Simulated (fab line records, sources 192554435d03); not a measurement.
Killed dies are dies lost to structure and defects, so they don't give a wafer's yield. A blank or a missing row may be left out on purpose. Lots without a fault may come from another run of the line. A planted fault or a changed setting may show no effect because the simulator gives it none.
Split-lot experiment | flow n5_finfet | 7 lots, 21 wafers read, on a route of 1938 steps

THE SPLIT
At N5_BEOL_M10_COAT_22 (resist thk 90 nm), the setting spin_rpm was moved away from the recipe's 1500 rpm on 3 of the 21 wafers read, by -11.2% to +5.1%. The other wafers ran this setting at the recipe's value.

FROM THE SPLIT TO THE READING: what the file shows between them, 6 steps
- N5_BEOL_M10_EBR_24
- N5_BEOL_M10_SOFTBAKE_23: time 60 s
- N5_BEOL_M10_EXPOSE_25: exposes mask V9
- N5_BEOL_M10_PEB_26: peb time 60 s
- N5_BEOL_M10_DEVELOP_27: develop time 30 s
- N5_BEOL_M10_DESCUM_33: chemistry O2, time 7.9 s

THE READING
CAR-ArF_of_BEOL_M10_COAT_22.thk_nm (the simulator's own value, which no gauge read), in nm, at N5_BEOL_M10_ETCH_65 (etches SiARC in CF4, target depth 39 nm, time 65 s). The file gives no usual value for it. The 18 wafers here that ran the recipe average 55.7 nm, standard deviation 0.25 nm.

wafer  | tool, chamber at the split | spin_rpm as run, rpm | against the recipe | CAR-ArF_of_BEOL_M10_COAT_22.thk_nm, nm | against lot-mates on the recipe
L076.1 | litho_track-02, 0          | 1500                 | recipe             | 55.8                                   | -
L076.4 | litho_track-02, 0          | 1500                 | recipe             | 55.6                                   | -
L076.6 | litho_track-02, 0          | 1500                 | recipe             | 56.2                                   | -
L077.2 | litho_track-03, 0          | 1332                 | -11.2%             | 60.8                                   | +5.5
L077.3 | litho_track-03, 0          | 1500                 | recipe             | 55.2                                   | -
L077.6 | litho_track-03, 0          | 1500                 | recipe             | 55.4                                   | -
L082.1 | litho_track-03, 0          | 1500                 | recipe             | 55.4                                   | -
L082.4 | litho_track-03, 0          | 1500                 | recipe             | 55.4                                   | -
L082.5 | litho_track-03, 0          | 1500                 | recipe             | 55.6                                   | -
L086.2 | litho_track-02, 0          | 1500                 | recipe             | 56                                     | -
L086.3 | litho_track-02, 0          | 1577                 | +5.1%              | 53.8                                   | -2.1
L086.6 | litho_track-02, 0          | 1500                 | recipe             | 55.8                                   | -
L093.1 | litho_track-02, 0          | 1500                 | recipe             | 55.8                                   | -
L093.2 | litho_track-02, 0          | 1500                 | recipe             | 55.8                                   | -
L093.6 | litho_track-02, 0          | 1500                 | recipe             | 55.6                                   | -
L094.1 | litho_track-01, 0          | 1500                 | recipe             | 56                                     | -
L094.6 | litho_track-01, 0          | 1500                 | recipe             | 56                                     | -
L094.3 | litho_track-01, 0          | 1455                 | -3.0%              | 57.4                                   | +1.4
L097.2 | litho_track-02, 0          | 1500                 | recipe             | 55.6                                   | -
L097.3 | litho_track-02, 0          | 1500                 | recipe             | 55.6                                   | -
L097.5 | litho_track-02, 0          | 1500                 | recipe             | 55.6                                   | -

THE FIT
A straight line over all 21 wafers: CAR-ArF_of_BEOL_M10_COAT_22.thk_nm changes by -0.446 nm for each +1% of spin_rpm; r = -0.98; the points scatter about the line by 0.27 nm.
The same after taking each lot's own level away (the mean of its wafers on the recipe; 21 wafers): -0.475 nm for each +1%; r = -0.99; scatter 0.15 nm.
On that fit, the largest move of spin_rpm shifts the reading by 5.3 nm.
The lots' own levels span 55.30 to 56.00 nm, that is 2.8 times the standard deviation above.
So the lot-to-lot level changes the slope little: the two slopes agree.
Check: with one of the wafers moved furthest among these (-11.2%) left out of the fit, the line predicts +4.76 nm for it against its lot-mates. It came out at +5.5 nm against them.

THE WHOLE CHAIN: every reading that the file lists as answering this split, in the file's order
step                   | what it does                                       | reading                                                                             | change (the file's fit)               | r (the file's)
N5_BEOL_M10_COAT_22    | resist thk 90 nm                                   | CAR-ArF_of_BEOL_M10_COAT_22.thk_nm (the simulator's own value, which no gauge read) | -0.471 nm for each +1% of the setting | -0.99
N5_BEOL_M10_DEVELOP_27 | develop time 30 s                                  | CAR-ArF_of_BEOL_M10_COAT_22.thk_nm (the simulator's own value, which no gauge read) | -0.461 nm for each +1% of the setting | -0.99
N5_BEOL_M10_ETCH_65    | etches SiARC in CF4, target depth 39 nm, time 65 s | CAR-ArF_of_BEOL_M10_COAT_22.thk_nm (the simulator's own value, which no gauge read) | -0.476 nm for each +1% of the setting | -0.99

THE FILE'S OWN FIT
CAR-ArF_of_BEOL_M10_COAT_22.thk_nm changes by -0.476 nm for each +1% of spin_rpm, r = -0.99.
